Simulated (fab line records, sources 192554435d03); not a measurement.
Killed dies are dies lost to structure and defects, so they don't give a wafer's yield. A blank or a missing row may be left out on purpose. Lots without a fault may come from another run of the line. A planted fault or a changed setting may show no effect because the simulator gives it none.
fab line records | flow n5_finfet
record lots=8 wafers=24 last_day=17
route steps=1938 shown MOL_CONTACT_COAG@607 BEOL_M0_SAQP@635 BEOL_M4@1111
lots that met no fault: from a run of the same line without faults
start_h: hours from the record's first day to the start of the lot's first wafer shown | wait_h: hours since the lot's step before | " the same as in the row above | L1.1+2: a row that stands for several wafers | - no value, or no start given | * or withheld: withheld | < > ~ a bound
route shown NAME@n: a module of which the file shows steps, and the number in the route of the first | usual: mean/standard deviation of fault-free wafers | same: alike in all rows | chamber/n: place in a boat | sites: the reading at each site | _std_site: their standard deviation | _edge_site: outer sites' mean less inner sites' | radius_mm: how far each site lies from the wafer's centre | mask NAME#n: copy n | behind: the tool/chamber that last shaped the wafer | hold: why the lot was held/for how many hours/how that ended | device: the transistor (n, p or np) that didn't switch | end of line: the same wafers' tests at the end of the route | a step without rows: its recipe alone | killed: dies lost to structure and defects at the first sort, not the wafer's yield | map: a wafer's dies, x killed, . not, _ none there
set.NAME: the setting as run; set.NAME@STEP: as run at that earlier step | model.NAME: the simulator's own value behind a step, which no gauge read
steps of the route over a sample of lots; a table a step, a row a wafer
services: from which hour (start_h, from the record's first day; less than 0 if before it) a tool's chamber was out of use, for how many hours, and why
## steps
# step N5_MOL_CONTACT_COAG_ETCH_66
# recipe chemistry=CF4 target=SiARC target_depth_a=130 mask_material=CAR-EUV time_s=21.7 ion_energy_ev=80 pressure_mtorr=40 source_w=545 bias_w=36 Ar_flow_sccm=100 cf4_flow_sccm=100 ends=cleared
# usual drypump_motor_current_A=5.8/0.46 etch_rf_on_time_s=21.5/0.52 oes_product_au=0.70/0.082 rf_fwd_power_W=531.8/1.8 rf_vpp_V=184.4/0.87 showerhead_plenum_p_Torr=2.15/0.046 throttle_valve_pct=15.59/0.26
# columns lot.wafer tool chamber start_h wait_h drypump_motor_current_A etch_rf_on_time_s oes_product_au rf_fwd_power_W rf_hours_counter_h rf_vpp_V showerhead_plenum_p_Torr throttle_valve_pct
L525.1 rie_diel-01 3 133.11 0.0 5.5 21.6 0.61 533.9 206 184.7 2.12 15.74
L525.2 " 0 " " 6.7 22.2 0.59 532.0 238 183.2 2.20 15.87
L525.4 " 1 " " 6.4 21.4 0.75 532.3 51 185.0 2.17 15.18
L528.2 rie_diel-06 2 152.28 0.0 5.6 21.6 0.59 533.1 239 185.6 2.20 15.92
L528.4 " 3 " " 5.7 20.3 0.66 532.5 169 183.8 2.13 15.99
L528.6 " 3 " " 5.7 20.3 0.67 535.1 - 183.6 2.13 16.00
L530.3 rie_diel-01 3 165.45 0.0 5.5 21.8 0.61 534.6 216 184.6 2.12 15.77
L530.4 " 2 " " 5.3 21.2 0.60 533.0 232 184.3 2.12 15.88
L530.5 " 2 " " 5.3 21.4 0.60 531.2 - 184.0 2.12 15.88
L535.1 rie_diel-03 3 195.90 0.0 5.7 20.7 0.83 530.7 12 183.9 2.10 15.20
L535.2 " 1 " " 6.0 21.6 0.74 531.3 49 183.7 2.09 15.54
L535.4 " 2 " " 5.3 22.4 0.74 530.4 34 184.0 2.17 15.52
L536.3 rie_diel-03 1 198.38 0.0 6.0 21.4 0.74 532.9 50 183.0 2.09 15.55
L536.4 " 3 " " 5.8 20.2 0.82 530.3 13 183.0 2.10 15.21
L536.6 " 0 " " 5.8 21.8 0.78 529.4 - 183.7 2.19 15.64
L538.2 rie_diel-01 1 205.49 0.0 6.4 21.2 0.73 529.4 80 184.9 2.16 15.25
L538.4 " 2 " " 5.3 21.3 0.60 531.6 248 184.4 2.11 15.91
L538.6 " 3 " " 5.5 21.6 0.60 531.3 - 185.3 2.11 15.80
L541.1 rie_diel-03 3 225.13 0.0 5.7 20.6 0.80 532.3 21 184.8 2.10 15.19
L541.3 " 0 " " 5.9 21.7 0.76 530.6 32 183.8 2.18 15.66
L541.4 " 2 " " 5.3 22.3 0.73 528.6 44 183.5 2.17 15.57
L542.2 rie_diel-03 1 231.67 0.0 6.0 21.4 0.72 528.9 62 182.6 2.09 15.57
L542.3 " 0 " " 5.9 21.8 0.75 532.3 34 184.4 2.18 15.67
L542.4 " 2 " " 5.4 22.4 0.73 533.1 46 184.8 2.17 15.56
# step N5_MOL_CONTACT_COAG_STRIP_49
# recipe chemistry=N2/H2 time_s=30 power_w=1000 temp_c=250 pressure_mtorr=withheld n2_flow_sccm=1750 h2_flow_sccm=3250
# usual drypump_motor_current_A=5.7/0.4 heater_power_w=328/24
# columns lot.wafer tool chamber start_h wait_h drypump_motor_current_A heater_power_w rf_hours_counter_h
L525.1 plasma_asher-02 0 134.71 - 5.3 310 107
L525.2 " 1 " " 5.4 359 107
L525.4 " 1 " " 5.4 355 -
L528.2 plasma_asher-01 1 152.92 - 6.1 347 49
L528.4 " 1 " " 6.1 336 -
L528.6 " 0 " " 6.2 299 -
L530.3 plasma_asher-02 1 166.09 - 5.5 358 -
L530.4 " 0 " " 5.3 313 -
L530.5 " 0 " " 5.3 307 -
L535.1 plasma_asher-01 0 196.52 - 6.2 305 59
L535.2 " 1 " " 6.1 336 59
L535.4 " 1 " " 6.0 332 -
L536.3 plasma_asher-01 1 199.03 - 6.1 330 -
L536.4 " 0 " " 6.2 304 -
L536.6 " 0 " " 6.2 305 -
L538.2 plasma_asher-02 0 206.11 - 5.3 308 121
L538.4 " 1 " " 5.5 363 -
L538.6 " 1 " " 5.5 353 -
L541.1 plasma_asher-01 1 225.90 - 6.1 347 64
L541.3 " 1 " " 6.1 344 -
L541.4 " 0 " " 6.2 296 -
L542.2 plasma_asher-02 0 232.29 - 5.3 311 126
L542.3 " 1 " " 5.5 362 -
L542.4 " 0 " " 5.2 307 -
# step N5_BEOL_M0_SAQP_PECVD_03
# recipe material=SiCN target_thk_a=120 temp_c=withheld precursor=3MS/NH3 pressure_torr=3 rf_w=202 time_s=21.1
# usual rf_fwd_power_W=198.7/1.3 run_length_s=51.3/0.56 showerhead_plenum_p_Torr=3.667/0.012 throttle_valve_pct=8.9/0.37
# columns lot.wafer tool chamber start_h wait_h rf_fwd_power_W run_length_s showerhead_plenum_p_Torr throttle_valve_pct
L525.1 pecvd-04 0 141.03 0.1 200.3 51.7 3.672 9.3
L525.2 " 1 " " 200.0 51.0 3.667 9.0
L525.4 " 1 " " 199.8 51.4 3.653 8.8
L528.2 pecvd-02 0 158.44 0.1 199.1 51.1 3.673 8.9
L528.4 " 1 " " 200.7 51.7 3.667 9.5
L528.6 " 2 " " 197.5 51.6 3.698 9.1
L530.3 pecvd-04 1 171.68 0.1 200.4 51.0 3.655 9.0
L530.4 " 2 " " 198.2 51.2 3.658 7.8
L530.5 " 1 " " 199.9 50.8 3.662 8.8
L535.1 pecvd-04 1 201.82 0.1 200.7 50.9 3.662 8.8
L535.2 " 0 " " 198.3 51.1 3.670 9.2
L535.4 " 1 " " 200.3 50.9 3.668 8.8
L536.3 pecvd-04 2 205.02 0.1 197.9 50.4 3.669 8.1
L536.4 " 0 " " 199.0 51.6 3.671 9.3
L536.6 " 2 " " 198.5 51.2 3.671 8.3
L538.2 pecvd-02 0 214.73 0.1 200.3 51.7 3.680 8.9
L538.4 " 1 " " 199.5 51.3 3.675 9.5
L538.6 " 0 " " 200.8 51.1 3.689 8.8
L541.1 pecvd-02 0 234.37 0.1 200.6 51.3 3.673 9.0
L541.3 " 0 " " 199.8 51.3 3.666 8.7
L541.4 " 1 " " 200.0 51.2 3.676 9.1
L542.2 pecvd-03 2 238.06 0.1 197.0 52.4 3.662 9.1
L542.3 " 0 " " 198.3 50.6 3.649 9.1
L542.4 " 2 " " 197.4 52.7 3.667 8.8
# step N5_BEOL_M0_SAQP_PECVD_96
# recipe material=a-Si target_thk_a=450 temp_c=350 precursor=SiH4/He pressure_torr=3 rf_w=100 time_s=45.2
# usual heater_power_w=636/76 rf_fwd_power_W=98.9/0.48 run_length_s=81.3/0.57 showerhead_plenum_p_Torr=5.67/0.044 throttle_valve_pct=17.9/0.65
# columns lot.wafer tool chamber start_h wait_h heater_power_w rf_fwd_power_W run_length_s showerhead_plenum_p_Torr throttle_valve_pct
L525.1 pecvd-04 0 141.06 0.0 522 98.7 81.6 5.71 18.3
L525.2 " 1 " " 525 99.3 81.2 5.67 17.7
L525.4 " 1 " " 533 99.6 80.9 5.67 17.9
L528.2 pecvd-02 0 158.47 0.0 603 99.3 81.2 5.70 17.4
L528.4 " 1 " " 629 99.7 81.3 5.70 18.9
L528.6 " 2 " " 644 98.6 81.2 5.81 18.4
L530.3 pecvd-04 1 171.71 0.0 538 100.0 80.9 5.65 17.8
L530.4 " 2 " " 670 98.8 80.2 5.66 16.4
L530.5 " 1 " " 525 99.4 81.5 5.67 17.7
L535.1 pecvd-04 1 201.85 0.0 509 - 75.5 5.66 17.6
L535.2 " 0 " " 522 99.1 81.9 5.69 18.5
L535.4 " 1 " " 526 99.7 81.1 5.66 17.6
L536.3 pecvd-04 2 205.05 0.0 643 - 74.8 5.65 16.5
L536.4 " 0 " " 541 99.2 81.1 5.69 18.5
L536.6 " 2 " " 658 - 74.7 5.65 16.6
L538.2 pecvd-02 0 214.77 0.0 679 99.0 81.3 5.70 17.4
L538.4 " 1 " " 641 99.6 81.0 5.70 18.9
L538.6 " 0 " " 677 99.0 81.4 5.70 17.5
L541.1 pecvd-02 0 234.41 0.0 594 99.4 81.7 5.71 17.7
L541.3 " 0 " " 587 99.6 81.1 5.69 17.8
L541.4 " 1 " " 593 99.8 81.0 5.70 18.8
L542.2 pecvd-03 2 238.09 0.0 780 98.0 82.0 5.67 18.0
L542.3 " 0 " " 751 98.9 80.6 5.60 18.0
L542.4 " 2 " " 758 98.0 82.6 5.68 17.9
# step N5_BEOL_M0_SAQP_MANDREL_ETCH_103
# recipe chemistry=HBr/Cl2 target=a-Si target_depth_a=450 bt_time_s=10 stop_on=SiCN mask_material=SiO2 over_etch_frac=0.8 time_s=27 pressure_mtorr=10 icp_w=800 bias_w=75 HBr_flow_sccm=150 Cl2_flow_sccm=80 ends=end_point
# usual drypump_motor_current_A=5.6/0.47 oes_product_au=0.677/0.013 rf_fwd_power_W=793.8/2.8 throttle_valve_pct=35.6/0.32
# columns lot.wafer tool chamber start_h wait_h drypump_motor_current_A oes_product_au rf_fwd_power_W rf_hours_counter_h throttle_valve_pct
L525.1 rie_si-06 1 144.31 0.0 4.8 0.676 792.4 97 36.0
L525.2 " 0 " " 5.4 0.677 796.4 135 35.6
L525.4 " 2 " " 6.5 0.677 791.0 5 35.1
L528.2 rie_si-06 1 161.95 0.0 4.8 0.678 798.3 98 36.0
L528.4 " 0 " " 5.4 0.686 795.0 136 35.6
L528.6 " 3 " " 5.6 0.659 798.2 - 36.0
L530.3 rie_si-01 0 175.08 0.0 5.0 0.683 797.2 6 35.7
L530.4 " 3 " " 5.8 0.691 796.3 87 35.6
L530.5 " 0 " " 5.0 0.695 796.5 - 35.7
L535.1 rie_si-06 2 205.06 0.0 6.5 0.627 795.6 6 35.2
L535.2 " 0 " " 5.4 0.670 795.2 136 35.6
L535.4 " 1 " " 4.7 0.683 796.3 98 36.0
L536.3 rie_si-03 2 207.78 0.0 5.3 0.642 790.2 142 35.3
L536.4 " 0 " " 5.1 0.667 792.1 - 35.6
L536.6 " 1 " " 5.8 0.616 794.7 - 36.1
L538.2 rie_si-01 2 218.35 0.0 5.8 0.674 796.6 169 36.0
L538.4 " 1 " " 5.6 0.664 797.8 99 35.6
L538.6 " 2 " " 5.8 0.676 794.0 - 36.0
L541.1 rie_si-01 0 237.71 0.0 5.0 0.685 794.5 7 35.7
L541.3 " 3 " " 5.9 0.676 793.7 88 35.6
L541.4 " 1 " " 5.6 0.669 798.6 99 35.6
L542.2 rie_si-03 3 240.71 0.0 5.9 0.664 794.3 177 35.4
L542.3 " 2 " " 5.3 0.693 791.2 143 35.3
L542.4 " 1 " " 5.8 0.671 795.4 168 35.9
# step N5_BEOL_M4_RC_MEAS_101
# usual DIBL_N=36.0/1.7 DIBL_P=36.0/2 IOFF_N=0.156/0.028 IOFF_P=0.21/0.04 ION_N=673/12 ION_P=463/8.3 SS_N=71.4/0.6 SS_P=73.3/0.66 VT_N=250/3 VT_P=-250/3.8
# columns lot.wafer tool chamber start_h wait_h DIBL_N[mV/V] DIBL_P[mV/V] IOFF_N[nA/um] IOFF_P[nA/um] ION_N[uA/um] ION_P[uA/um] SS_N[mV/dec] SS_P[mV/dec] VT_N[mV] VT_P[mV]
L525.1 prober-01 0 190.45 0.0 34.8 33.7 0.118 0.18 652 454 71.3 73.1 255 -252
L525.2 " 0 " " 37.8 38.1 0.169 0.24 669 465 72.4 73.7 250 -246
L525.4 " 0 " " 35.3 34.2 0.136 0.18 672 463 71.1 72.9 250 -252
L528.2 prober-02 0 208.03 0.2 36.1 35.1 0.155 0.20 669 462 71.7 73.6 252 -251
L528.4 " 0 " " 36.3 35.6 0.168 0.22 681 465 70.9 73.2 248 -247
L528.6 " 0 " " 36.6 35.9 0.159 0.22 673 461 71.8 74.5 251 -250
L530.3 prober-02 0 227.16 0.3 32.3 32.4 0.112 0.19 658 462 70.2 72.7 254 -249
L530.4 " 0 " " 34.6 35.4 0.156 0.23 682 467 71.0 73.5 250 -247
L530.5 " 0 " " 34.7 35.3 0.142 0.22 660 459 71.6 73.2 252 -247
L535.1 prober-02 0 254.02 0.0 38.0 39.2 0.202 0.22 691 464 72.0 74.4 245 -251
L535.2 " 0 " " 36.2 36.7 0.174 0.19 681 458 71.3 73.9 248 -252
L535.4 " 0 " " 33.9 34.5 0.133 0.16 667 457 70.4 73.4 251 -256
L536.3 prober-02 0 263.12 0.3 38.2 39.8 0.180 0.26 676 466 71.8 73.4 248 -246
L536.4 " 0 " " 37.0 38.4 0.150 0.23 660 456 71.2 73.9 251 -247
L536.6 " 0 " " 34.4 35.9 0.121 0.20 663 460 70.9 72.9 253 -250
L538.2 prober-01 0 275.87 0.2 34.1 35.3 0.130 0.16 660 447 71.4 72.9 252 -257
L538.4 " 0 " " 33.2 33.7 0.116 0.15 672 451 71.2 72.9 251 -256
L538.6 " 0 " " 32.0 32.7 0.098 0.13 652 450 70.7 72.6 257 -257
L541.1 prober-02 0 296.62 0.0 34.3 34.3 0.137 0.20 671 463 71.6 73.4 252 -247
L541.3 " 0 " " 34.2 33.8 0.136 0.19 672 468 70.3 72.6 250 -249
L541.4 " 0 " " 34.4 34.6 0.143 0.21 675 472 70.9 73.2 249 -245
L542.2 prober-01 0 298.67 0.2 35.1 35.2 0.132 0.16 676 463 70.9 72.4 251 -254
L542.3 " 0 " " 36.1 36.0 0.156 0.18 674 461 71.5 73.2 250 -256
L542.4 " 0 " " 35.9 36.8 0.150 0.19 680 462 71.0 72.9 251 -253
## services
# columns tool chamber start_h hours kind
rie_diel-03 - 111.30 2.4 repair
pecvd-04 1 112.91 5.5 scheduled_down
plasma_asher-01 - 119.53 9.3 repair
pecvd-04 0 128.27 5.5 scheduled_down
rie_diel-06 1 132.23 6.0 repair
rie_diel-06 0 133.63 5.5 repair
rie_si-03 3 138.95 7.1 repair
rie_diel-06 - 139.31 0.5 repair
rie_diel-06 3 155.87 5.8 repair
rie_si-03 1 165.83 4.1 repair
pecvd-03 0 188.27 5.0 repair
pecvd-02 2 191.46 2.1 scheduled_down
rie_si-01 - 200.69 0.3 repair
pecvd-02 - 206.05 3.1 repair
rie_si-03 3 206.51 30.3 repair
rie_si-03 1 209.33 14.4 repair
pecvd-02 2 215.16 - clean
pecvd-02 2 215.16 - consumable_replace:showerhead
pecvd-02 2 215.16 29.0 scheduled_down
pecvd-02 2 215.16 29.0 vent_cycle
pecvd-02 - 217.20 2.8 pm
rie_diel-03 - 221.21 0.3 repair
pecvd-03 - 230.62 5.5 pm
pecvd-02 1 235.00 3.7 repair
## key
first_sign step=N5_BEOL_M0_SAQP_PECVD_96 reading=run_length_s direction=down sigmas=11 usual=* struck=*
effect step=N5_BEOL_M0_SAQP_MANDREL_ETCH_103 reading=oes_product_au direction=down sigmas=3.9 usual=0.677 struck=0.628
met_at N5_BEOL_M0_SAQP_PECVD_96
struck_lots L535,L536
struck_wafers L535.1,L536.3,L536.6
not_acting_at N5_MOL_CONTACT_COAG_ETCH_66,N5_MOL_CONTACT_COAG_STRIP_49,N5_BEOL_M0_SAQP_PECVD_03
onset_between 171.71 201.85
fault kind=process_parameter_drift tool=pecvd-04 chamber=- onset_h=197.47 steps=N5_BEOL_M0_SAQP_PECVD_96 channel=time_s offset=* shape=step end_h=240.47 scope=struck_wafers_only acts_in=* stated=*
